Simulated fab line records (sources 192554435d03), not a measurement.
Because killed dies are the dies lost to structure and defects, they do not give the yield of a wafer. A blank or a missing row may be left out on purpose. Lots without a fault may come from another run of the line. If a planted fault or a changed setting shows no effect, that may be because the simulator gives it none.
fab line records :: flow n5-finfet :: part 2 of 2: steps 29 to 41 of 41
[record]
  lots = 5
  wafers = 15
  last-day = 18
route steps=1938 shown ZERO_LAYER@3 WELL_APT@20
lots that met no fault: from a run of the same line without faults
start-h: hours from the record's opening day to when the first of the lot's shown wafers began :: wait-h: hours from the lot's prior step to this one :: " repeats the value in the row above :: L1.1+2: a row that stands for several wafers :: - either no value or no given start :: * or withheld: withheld :: < > ~ a bound
route shown NAME@n: a module of which the file shows steps, and the number in the route of the first :: usual: mean/standard deviation taken from wafers without a fault :: same: alike in all rows :: chamber/n: place in a boat :: sites: the reading at each site :: _std_site: how widely they spread, as a standard deviation :: _edge_site: mean of outer sites minus mean of inner sites :: radius-mm: for every site, how far away it sits from the centre of the wafer :: mask NAME#n: copy n :: behind: tool/chamber where the wafer was last shaped :: hold: reason for holding the lot/hours on hold/outcome of the hold :: device: transistor that didn't switch, given as n, p or np :: end of line: at the end of the route, the tests of the same wafers :: a step without rows: its recipe alone :: killed: dies that structure and defects cost at the first sort, which is not the same as the wafer's yield :: map: shows each die of a wafer: x if killed, . if not, _ if none is there
set.NAME: the setting as run; set.NAME@STEP: as run at that earlier step :: model.NAME: the simulator's own value behind a step, which no gauge read
lots seen at some steps along the route; tables by step, rows by wafer
services: a tool's chamber out of use, with start hour (start-h, from the record's first day; less than 0 if before it), hours out, and reason
[[steps]]
[step N5_WELL_APT_DESCUM_13]
[recipe]
  chemistry = O2
  time-s = 7.9
  source-power-w = 50
  bias-power-w = 20
  pressure-mtorr = 20
  rf-frequency-hz = 2.712e+07
  temp-c = 40
  o2-flow-sccm = 225
[usual]
  bias-power-w = 20.00/0.061
  chamber-pressure-mTorr = 20.000/0.018
  drypump-motor-current-A = 5.6/0.47
  oes-product-au = 0.77/0.081
  rf-fwd-power-W = 49.67/0.2
  rf-vpp-V = 242.7/1.7
  showerhead-plenum-p-Torr = 2.06/0.096
  throttle-valve-pct = 20.53/0.2
lot.wafer: L076.2
tool: rie-diel-06
chamber: 0
start-h: 26.82
wait-h: 1.1
bias-power-w: 19.90
chamber-pressure-mTorr: 20.010
drypump-motor-current-A: 5.6
oes-product-au: 0.94
rf-fwd-power-W: 49.64
rf-hours-counter-h: 14
rf-vpp-V: 244.5
showerhead-plenum-p-Torr: 2.23
throttle-valve-pct: 20.23

lot.wafer: L076.3
tool: rie-diel-06
chamber: 3
start-h: 26.82
wait-h: 1.1
bias-power-w: 20.10
chamber-pressure-mTorr: 20.009
drypump-motor-current-A: 6.3
oes-product-au: 0.67
rf-fwd-power-W: 49.66
rf-hours-counter-h: 243
rf-vpp-V: 243.7
showerhead-plenum-p-Torr: 2.05
throttle-valve-pct: 20.46

lot.wafer: L076.5
tool: rie-diel-06
chamber: 0
start-h: 26.82
wait-h: 1.1
bias-power-w: 20.00
chamber-pressure-mTorr: 20.004
drypump-motor-current-A: 5.6
oes-product-au: 0.94
rf-fwd-power-W: 49.34
rf-hours-counter-h: -
rf-vpp-V: 244.4
showerhead-plenum-p-Torr: 2.23
throttle-valve-pct: 20.23

lot.wafer: L085.1
tool: rie-diel-06
chamber: 0
start-h: 79.94
wait-h: 0.0
bias-power-w: 19.97
chamber-pressure-mTorr: 19.989
drypump-motor-current-A: 5.6
oes-product-au: 0.88
rf-fwd-power-W: 49.54
rf-hours-counter-h: 36
rf-vpp-V: 243.5
showerhead-plenum-p-Torr: 2.22
throttle-valve-pct: 20.25

lot.wafer: L085.4
tool: rie-diel-06
chamber: 0
start-h: 79.94
wait-h: 0.0
bias-power-w: 19.96
chamber-pressure-mTorr: 20.012
drypump-motor-current-A: 5.6
oes-product-au: 0.87
rf-fwd-power-W: 49.51
rf-hours-counter-h: -
rf-vpp-V: 245.2
showerhead-plenum-p-Torr: 2.22
throttle-valve-pct: 20.26

lot.wafer: L085.5
tool: rie-diel-06
chamber: 2
start-h: 79.94
wait-h: 0.0
bias-power-w: 20.00
chamber-pressure-mTorr: 20.022
drypump-motor-current-A: 5.9
oes-product-au: 0.71
rf-fwd-power-W: 49.69
rf-hours-counter-h: -
rf-vpp-V: 240.7
showerhead-plenum-p-Torr: 2.08
throttle-valve-pct: 20.55

lot.wafer: L095.1
tool: rie-diel-01
chamber: 1
start-h: 139.65
wait-h: 0.0
bias-power-w: 20.06
chamber-pressure-mTorr: 20.008
drypump-motor-current-A: 5.2
oes-product-au: 0.80
rf-fwd-power-W: 49.55
rf-hours-counter-h: 114
rf-vpp-V: 240.9
showerhead-plenum-p-Torr: 2.03
throttle-valve-pct: 20.63

lot.wafer: L095.3
tool: rie-diel-01
chamber: 2
start-h: 139.65
wait-h: 0.0
bias-power-w: 19.98
chamber-pressure-mTorr: 20.014
drypump-motor-current-A: 4.9
oes-product-au: 0.74
rf-fwd-power-W: 49.62
rf-hours-counter-h: 165
rf-vpp-V: 239.7
showerhead-plenum-p-Torr: 1.92
throttle-valve-pct: 20.63

lot.wafer: L095.5
tool: rie-diel-01
chamber: 2
start-h: 139.65
wait-h: 0.0
bias-power-w: 19.95
chamber-pressure-mTorr: 19.996
drypump-motor-current-A: 4.9
oes-product-au: 0.75
rf-fwd-power-W: 49.59
rf-hours-counter-h: -
rf-vpp-V: 240.8
showerhead-plenum-p-Torr: 1.92
throttle-valve-pct: 20.61

lot.wafer: L096.4
tool: rie-diel-06
chamber: 0
start-h: 145.84
wait-h: 0.0
bias-power-w: 20.03
chamber-pressure-mTorr: 19.987
drypump-motor-current-A: 5.6
oes-product-au: 0.85
rf-fwd-power-W: 49.47
rf-hours-counter-h: 58
rf-vpp-V: 244.4
showerhead-plenum-p-Torr: 2.21
throttle-valve-pct: 20.29

lot.wafer: L096.5
tool: rie-diel-06
chamber: 1
start-h: 145.84
wait-h: 0.0
bias-power-w: 19.96
chamber-pressure-mTorr: 20.008
drypump-motor-current-A: 6.3
oes-product-au: 0.68
rf-fwd-power-W: 49.93
rf-hours-counter-h: -
rf-vpp-V: 239.8
showerhead-plenum-p-Torr: 1.98
throttle-valve-pct: 20.90

lot.wafer: L096.6
tool: rie-diel-06
chamber: 0
start-h: 145.84
wait-h: 0.0
bias-power-w: 20.07
chamber-pressure-mTorr: 20.018
drypump-motor-current-A: 5.6
oes-product-au: 0.84
rf-fwd-power-W: 49.52
rf-hours-counter-h: -
rf-vpp-V: 245.7
showerhead-plenum-p-Torr: 2.21
throttle-valve-pct: 20.29

lot.wafer: L097.3
tool: rie-diel-06
chamber: 0
start-h: 152.00
wait-h: 0.1
bias-power-w: 19.96
chamber-pressure-mTorr: 20.004
drypump-motor-current-A: 5.6
oes-product-au: 0.84
rf-fwd-power-W: 49.47
rf-hours-counter-h: 61
rf-vpp-V: 245.1
showerhead-plenum-p-Torr: 2.21
throttle-valve-pct: 20.31

lot.wafer: L097.4
tool: rie-diel-06
chamber: 3
start-h: 152.00
wait-h: 0.1
bias-power-w: 19.96
chamber-pressure-mTorr: 19.993
drypump-motor-current-A: 6.3
oes-product-au: 0.93
rf-fwd-power-W: 49.31
rf-hours-counter-h: 23
rf-vpp-V: 243.9
showerhead-plenum-p-Torr: 2.04
throttle-valve-pct: 20.16

lot.wafer: L097.6
tool: rie-diel-06
chamber: 2
start-h: 152.00
wait-h: 0.1
bias-power-w: 19.92
chamber-pressure-mTorr: 19.981
drypump-motor-current-A: 5.9
oes-product-au: 0.69
rf-fwd-power-W: 49.51
rf-hours-counter-h: -
rf-vpp-V: 242.3
showerhead-plenum-p-Torr: 2.07
throttle-valve-pct: 20.58
[step N5_WELL_APT_IMPLANT_14]
[recipe]
  species = P
  energy-kev = 160
  dose-cm2 = 1.5e+13
  tilt-deg = 0
  rotation-deg = 0
[usual]
  beam-on-s = 10.03/0.21
  tilt-deg = 0.000/0.022
lot.wafer: L076.2
tool: implanter-01
chamber: 0
start-h: 26.94
wait-h: 0.1
beam-on-s: 9.96
tilt-deg: 0.012

lot.wafer: L076.3
tool: implanter-01
chamber: 0
start-h: 26.94
wait-h: 0.1
beam-on-s: 9.93
tilt-deg: 0.006

lot.wafer: L076.5
tool: implanter-01
chamber: 0
start-h: 26.94
wait-h: 0.1
beam-on-s: 10.33
tilt-deg: 0.030

lot.wafer: L085.1
tool: implanter-02
chamber: 0
start-h: 80.07
wait-h: 0.1
beam-on-s: 10.13
tilt-deg: -0.005

lot.wafer: L085.4
tool: implanter-02
chamber: 0
start-h: 80.07
wait-h: 0.1
beam-on-s: 10.27
tilt-deg: -0.013

lot.wafer: L085.5
tool: implanter-02
chamber: 0
start-h: 80.07
wait-h: 0.1
beam-on-s: 9.97
tilt-deg: -0.030

lot.wafer: L095.1
tool: implanter-01
chamber: 0
start-h: 139.74
wait-h: 0.1
beam-on-s: 10.03
tilt-deg: -0.050

lot.wafer: L095.3
tool: implanter-01
chamber: 0
start-h: 139.74
wait-h: 0.1
beam-on-s: 10.11
tilt-deg: -0.028

lot.wafer: L095.5
tool: implanter-01
chamber: 0
start-h: 139.74
wait-h: 0.1
beam-on-s: 9.78
tilt-deg: -0.047

lot.wafer: L096.4
tool: implanter-02
chamber: 0
start-h: 146.03
wait-h: 0.2
beam-on-s: 9.95
tilt-deg: -0.009

lot.wafer: L096.5
tool: implanter-02
chamber: 0
start-h: 146.03
wait-h: 0.2
beam-on-s: 9.97
tilt-deg: -0.016

lot.wafer: L096.6
tool: implanter-02
chamber: 0
start-h: 146.03
wait-h: 0.2
beam-on-s: 10.07
tilt-deg: 0.009

lot.wafer: L097.3
tool: implanter-02
chamber: 0
start-h: 152.16
wait-h: 0.1
beam-on-s: 10.03
tilt-deg: 0.007

lot.wafer: L097.4
tool: implanter-02
chamber: 0
start-h: 152.16
wait-h: 0.1
beam-on-s: 10.05
tilt-deg: 0.009

lot.wafer: L097.6
tool: implanter-02
chamber: 0
start-h: 152.16
wait-h: 0.1
beam-on-s: 9.85
tilt-deg: -0.019
[step N5_WELL_APT_IMPLANT_15]
[recipe]
  species = As
  energy-kev = 25
  dose-cm2 = 1.5e+13
  tilt-deg = 0
  rotation-deg = 0
[usual]
  beam-on-s = 9.98/0.2
  tilt-deg = -0.003/0.017
lot.wafer: L076.2
tool: implanter-01
chamber: 0
start-h: 27.12
wait-h: 0.1
beam-on-s: 9.72
tilt-deg: -0.019

lot.wafer: L076.3
tool: implanter-01
chamber: 0
start-h: 27.12
wait-h: 0.1
beam-on-s: 9.65
tilt-deg: -0.023

lot.wafer: L076.5
tool: implanter-01
chamber: 0
start-h: 27.12
wait-h: 0.1
beam-on-s: 10.22
tilt-deg: 0.000

lot.wafer: L085.1
tool: implanter-02
chamber: 0
start-h: 80.25
wait-h: 0.1
beam-on-s: 9.77
tilt-deg: -0.013

lot.wafer: L085.4
tool: implanter-02
chamber: 0
start-h: 80.25
wait-h: 0.1
beam-on-s: 9.87
tilt-deg: 0.004

lot.wafer: L085.5
tool: implanter-02
chamber: 0
start-h: 80.25
wait-h: 0.1
beam-on-s: 10.25
tilt-deg: -0.016

lot.wafer: L095.1
tool: implanter-01
chamber: 0
start-h: 139.92
wait-h: 0.1
beam-on-s: 10.13
tilt-deg: 0.000

lot.wafer: L095.3
tool: implanter-01
chamber: 0
start-h: 139.92
wait-h: 0.1
beam-on-s: 9.53
tilt-deg: -0.027

lot.wafer: L095.5
tool: implanter-01
chamber: 0
start-h: 139.92
wait-h: 0.1
beam-on-s: 9.98
tilt-deg: -0.014

lot.wafer: L096.4
tool: implanter-02
chamber: 0
start-h: 146.21
wait-h: 0.1
beam-on-s: 9.75
tilt-deg: -0.038

lot.wafer: L096.5
tool: implanter-02
chamber: 0
start-h: 146.21
wait-h: 0.1
beam-on-s: 9.42
tilt-deg: -0.009

lot.wafer: L096.6
tool: implanter-02
chamber: 0
start-h: 146.21
wait-h: 0.1
beam-on-s: 10.04
tilt-deg: 0.016

lot.wafer: L097.3
tool: implanter-02
chamber: 0
start-h: 152.34
wait-h: 0.1
beam-on-s: 10.12
tilt-deg: -0.003

lot.wafer: L097.4
tool: implanter-02
chamber: 0
start-h: 152.34
wait-h: 0.1
beam-on-s: 9.98
tilt-deg: -0.025

lot.wafer: L097.6
tool: implanter-02
chamber: 0
start-h: 152.34
wait-h: 0.1
beam-on-s: 10.01
tilt-deg: -0.012
[step N5_WELL_APT_STRIP_16]
[recipe]
  chemistry = SPM
  time-s = 900
  temp-c = 130
  h2so4-h2o2-vol-ratio = 4
  dry = ipa-marangoni
lot.wafer: L076.2+3+5
tool: wet-bench-02
chamber: 5,6,1
start-h: 27.30
wait-h: 0.1

lot.wafer: L085.1+4+5
tool: wet-bench-02
chamber: 5,7,4
start-h: 80.46
wait-h: 0.2

lot.wafer: L095.1+3+5
tool: wet-bench-01
chamber: 4,2,1
start-h: 140.13
wait-h: 0.2

lot.wafer: L096.4+5+6
tool: wet-bench-01
chamber: 3,1,5
start-h: 146.34
wait-h: 0.1

lot.wafer: L097.3+4+6
tool: wet-bench-02
chamber: 3,7,6
start-h: 152.48
wait-h: 0.1
[step N5_WELL_APT_HMDS_18]
[recipe]
  time-s = 60
  temp-c = 120
lot.wafer: L076.2+3+5
tool: litho-track-04
chamber: 0
start-h: 27.58
wait-h: 0.0

lot.wafer: L085.1+4+5
tool: litho-track-04
chamber: 0
start-h: 80.74
wait-h: 0.0

lot.wafer: L095.1+3+5
tool: litho-track-02
chamber: 0
start-h: 140.41
wait-h: 0.0

lot.wafer: L096.4+5+6
tool: litho-track-04
chamber: 0
start-h: 146.64
wait-h: 0.0

lot.wafer: L097.3+4+6
tool: litho-track-02
chamber: 0
start-h: 152.76
wait-h: 0.0
[step N5_WELL_APT_COAT_19]
[recipe]
  spin-rpm = 1357
  resist-thk-nm = 950
lot.wafer: L076.2+3+5
tool: litho-track-04
chamber: 0
start-h: -
wait-h: -

lot.wafer: L085.1+4+5
tool: litho-track-04
chamber: 0
start-h: -
wait-h: -

lot.wafer: L095.1+3+5
tool: litho-track-02
chamber: 0
start-h: -
wait-h: -

lot.wafer: L096.4+5+6
tool: litho-track-04
chamber: 0
start-h: -
wait-h: -

lot.wafer: L097.3+4+6
tool: litho-track-02
chamber: 0
start-h: -
wait-h: -
[step N5_WELL_APT_EBR_21]
[recipe]
  solvent = PGMEA
  ebr-width-mm = 1.5
lot.wafer: L076.2+3+5
tool: litho-track-04
chamber: 0
start-h: -
wait-h: -

lot.wafer: L085.1+4+5
tool: litho-track-04
chamber: 0
start-h: -
wait-h: -

lot.wafer: L095.1+3+5
tool: litho-track-02
chamber: 0
start-h: -
wait-h: -

lot.wafer: L096.4+5+6
tool: litho-track-04
chamber: 0
start-h: -
wait-h: -

lot.wafer: L097.3+4+6
tool: litho-track-02
chamber: 0
start-h: -
wait-h: -
[step N5_WELL_APT_SOFTBAKE_20]
[recipe]
  temp-c = 130
  time-s = 60
lot.wafer: L076.2+3+5
tool: litho-track-04
chamber: 0
start-h: -
wait-h: -

lot.wafer: L085.1+4+5
tool: litho-track-04
chamber: 0
start-h: -
wait-h: -

lot.wafer: L095.1+3+5
tool: litho-track-02
chamber: 0
start-h: -
wait-h: -

lot.wafer: L096.4+5+6
tool: litho-track-04
chamber: 0
start-h: -
wait-h: -

lot.wafer: L097.3+4+6
tool: litho-track-02
chamber: 0
start-h: -
wait-h: -
[step N5_WELL_APT_EXPOSE_22]
[recipe]
  mask-id = PWELL
  na = 0.8
  source-shape = conventional
  sigma-outer = 0.8
  polarization = unpolarized
  defocus-nm = 0
  target-cd-nm = 200
  dose-mj = 23.2
[same]
  sigma-outer = 0.8
lot.wafer: L076.2+3+5
tool: krf-scanner-02
chamber: 0
start-h: 27.81
wait-h: -
mask: PWELL#0

lot.wafer: L085.1+4+5
tool: krf-scanner-02
chamber: 0
start-h: 80.83
wait-h: -
mask: PWELL#0

lot.wafer: L095.1+3+5
tool: krf-scanner-02
chamber: 0
start-h: 140.63
wait-h: -
mask: PWELL#0

lot.wafer: L096.4+5+6
tool: krf-scanner-01
chamber: 0
start-h: 146.88
wait-h: -
mask: PWELL#0

lot.wafer: L097.3+4+6
tool: krf-scanner-02
chamber: 0
start-h: 152.99
wait-h: -
mask: PWELL#0
[step N5_WELL_APT_PEB_23]
[recipe]
  peb-temp-c = 130
  peb-time-s = 90
lot.wafer: L076.2+3+5
tool: litho-track-05
chamber: 0
start-h: 27.86
wait-h: 0.0

lot.wafer: L085.1+4+5
tool: litho-track-04
chamber: 0
start-h: 80.89
wait-h: 0.1

lot.wafer: L095.1+3+5
tool: litho-track-02
chamber: 0
start-h: 140.69
wait-h: 0.1

lot.wafer: L096.4+5+6
tool: litho-track-05
chamber: 0
start-h: 146.92
wait-h: 0.0

lot.wafer: L097.3+4+6
tool: litho-track-05
chamber: 0
start-h: 153.04
wait-h: 0.0
[step N5_WELL_APT_DEVELOP_24]
[recipe]
  develop-time-s = 45
  rinse-liquid = surfactant-rinse
  dry = air-spin
  dev-temp-c = 21
lot.wafer: L076.2+3+5
tool: litho-track-05
chamber: 0
start-h: -
wait-h: -

lot.wafer: L085.1+4+5
tool: litho-track-04
chamber: 0
start-h: -
wait-h: -

lot.wafer: L095.1+3+5
tool: litho-track-02
chamber: 0
start-h: -
wait-h: -

lot.wafer: L096.4+5+6
tool: litho-track-05
chamber: 0
start-h: -
wait-h: -

lot.wafer: L097.3+4+6
tool: litho-track-05
chamber: 0
start-h: -
wait-h: -
[step N5_WELL_APT_HARDBAKE_29]
[recipe]
  temp-c = 130
  time-s = 120
lot.wafer: L076.2+3+5
tool: litho-track-05
chamber: 0
start-h: -
wait-h: -

lot.wafer: L085.1+4+5
tool: litho-track-04
chamber: 0
start-h: -
wait-h: -

lot.wafer: L095.1+3+5
tool: litho-track-02
chamber: 0
start-h: -
wait-h: -

lot.wafer: L096.4+5+6
tool: litho-track-05
chamber: 0
start-h: -
wait-h: -

lot.wafer: L097.3+4+6
tool: litho-track-05
chamber: 0
start-h: -
wait-h: -
[step N5_WELL_APT_CD_MEAS_25]
[recipe]
  target-cd-nm = 200
  landing-energy-ev = 500
  detector = se-inlens
[usual]
  cd-nm = 200.5/1.5
lot.wafer: L076.2
tool: cd-sem-02
chamber: 0
start-h: 27.97
wait-h: -
cd-nm: 199.4

lot.wafer: L076.3
tool: cd-sem-02
chamber: 0
start-h: 27.97
wait-h: -
cd-nm: 199.6

lot.wafer: L076.5
tool: cd-sem-02
chamber: 0
start-h: 27.97
wait-h: -
cd-nm: 200.8

lot.wafer: L085.1
tool: cd-sem-01
chamber: 0
start-h: 81.01
wait-h: -
cd-nm: 199.5

lot.wafer: L085.4
tool: cd-sem-01
chamber: 0
start-h: 81.01
wait-h: -
cd-nm: 201.7

lot.wafer: L085.5
tool: cd-sem-01
chamber: 0
start-h: 81.01
wait-h: -
cd-nm: 197.0

lot.wafer: L095.1
tool: cd-sem-03
chamber: 0
start-h: 140.80
wait-h: -
cd-nm: 200.9

lot.wafer: L095.3
tool: cd-sem-03
chamber: 0
start-h: 140.80
wait-h: -
cd-nm: 200.4

lot.wafer: L095.5
tool: cd-sem-03
chamber: 0
start-h: 140.80
wait-h: -
cd-nm: 200.3

lot.wafer: L096.4
tool: cd-sem-02
chamber: 0
start-h: 147.04
wait-h: -
cd-nm: 202.2

lot.wafer: L096.5
tool: cd-sem-02
chamber: 0
start-h: 147.04
wait-h: -
cd-nm: 199.8

lot.wafer: L096.6
tool: cd-sem-02
chamber: 0
start-h: 147.04
wait-h: -
cd-nm: 201.7

lot.wafer: L097.3
tool: cd-sem-01
chamber: 0
start-h: 153.16
wait-h: -
cd-nm: 202.1

lot.wafer: L097.4
tool: cd-sem-01
chamber: 0
start-h: 153.16
wait-h: -
cd-nm: 200.9

lot.wafer: L097.6
tool: cd-sem-01
chamber: 0
start-h: 153.16
wait-h: -
cd-nm: 203.7
[[services]]
tool: krf-scanner-01
chamber: -
start-h: 16.77
hours: 1.3
kind: pm

tool: wet-bench-04
chamber: -
start-h: 18.08
hours: 1.8
kind: repair

tool: krf-scanner-01
chamber: -
start-h: 24.84
hours: 0.8
kind: pm

tool: rie-diel-06
chamber: 2
start-h: 31.04
hours: 3.7
kind: repair

tool: krf-scanner-02
chamber: -
start-h: 34.32
hours: 1.3
kind: pm

tool: pecvd-01
chamber: 0
start-h: 39.68
hours: 5.3
kind: repair

tool: pecvd-01
chamber: 1
start-h: 51.17
hours: 49.5
kind: repair

tool: pecvd-02
chamber: -
start-h: 66.69
hours: 2.2
kind: repair

tool: krf-scanner-01
chamber: -
start-h: 71.16
hours: 3.0
kind: repair

tool: wet-bench-04
chamber: -
start-h: 74.26
hours: 1.9
kind: pm

tool: rie-diel-06
chamber: 1
start-h: 74.57
hours: 7.5
kind: repair

tool: rie-diel-05
chamber: 0
start-h: 75.90
hours: 2.3
kind: repair

tool: wet-bench-03
chamber: -
start-h: 79.08
hours: 9.8
kind: repair

tool: krf-scanner-01
chamber: -
start-h: 81.17
hours: 1.0
kind: pm

tool: wet-bench-06
chamber: -
start-h: 82.17
hours: 5.4
kind: repair

tool: krf-scanner-02
chamber: -
start-h: 83.90
hours: 11.6
kind: pm

tool: rie-si-06
chamber: 3
start-h: 104.08
hours: 3.1
kind: repair

tool: pecvd-01
chamber: 0
start-h: 107.46
hours: 2.9
kind: repair

tool: implanter-01
chamber: -
start-h: 110.55
hours: 5.4
kind: pm

tool: krf-scanner-02
chamber: -
start-h: 112.07
hours: 0.3
kind: repair

tool: krf-scanner-02
chamber: -
start-h: 121.18
hours: 0.8
kind: pm

tool: rie-diel-05
chamber: 2
start-h: 133.74
hours: 16.1
kind: repair

tool: plasma-asher-02
chamber: -
start-h: 140.19
hours: 1.2
kind: repair

tool: implanter-01
chamber: -
start-h: 147.61
hours: 4.8
kind: pm
